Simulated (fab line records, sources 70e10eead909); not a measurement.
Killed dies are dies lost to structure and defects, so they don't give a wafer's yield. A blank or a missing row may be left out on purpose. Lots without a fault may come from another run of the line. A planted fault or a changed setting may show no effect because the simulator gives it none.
Chamber matching | flow nand_harc | NHARC_A_STAIRCASE_ETCH_253 on rie_diel-07: 4 sister chambers
The step etches the open film in C4F8/O2, target depth 50 nm, time 20.2 s. 8 wafers are shown with their chamber, then 8 later ones without.

WAFERS WITH THEIR CHAMBER
wafer  | chamber | rf_vpp_V (V) | oes_product_au (a.u.)
L077.5 | 1       | 894          | 0.964
L086.1 | 0       | 895          | 0.964
L086.2 | 3       | 900          | 0.979
L086.4 | 2       | 888          | 0.985
L087.3 | 3       | 901          | 0.987
L087.5 | 1       | 895          | 0.962
L087.6 | 2       | 889          | 0.964
L091.1 | 0       | 893          | 0.933

WAFERS WITHOUT THEIR CHAMBER
wafer  | rf_vpp_V (V) | oes_product_au (a.u.)
L091.2 | 894          | 0.940
L091.4 | 899          | 0.953
L090.3 | 895          | 0.962
L090.4 | 895          | 0.964
L090.6 | 899          | 0.991
L096.2 | 886          | 0.968
L096.5 | 888          | 0.960
L096.6 | 901          | 0.966

WHICH CHAMBER EACH WENT THROUGH
wafer  | from the rows above     | in truth
L091.2 | can't be placed: 0 or 1 | 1
L091.4 | 3                       | 3
L090.3 | can't be placed: 1 or 0 | 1
L090.4 | can't be placed: 1 or 0 | 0
L090.6 | 3                       | 3
L096.2 | 2                       | 2
L096.5 | 2                       | 2
L096.6 | 3                       | 3
Placed correctly: 5 of 8. Can't be placed from these rows: 3 (the true chamber is among the candidates in 3). Placed wrongly: 0.
How it was worked out, from the rows above alone: a wafer's distance from a chamber is the root of the sum, over the readings, of the square of ((its reading less the chamber's mean) divided by the reading's scatter). The wafer belongs to the nearest chamber; if the next one is less than 2 further off, it can't be placed. A chamber's mean is the mean of its shown wafers. The scatter: the root of (the sum of the squares of (reading less its chamber's mean) over the shown wafers, divided by (wafers less chambers)).
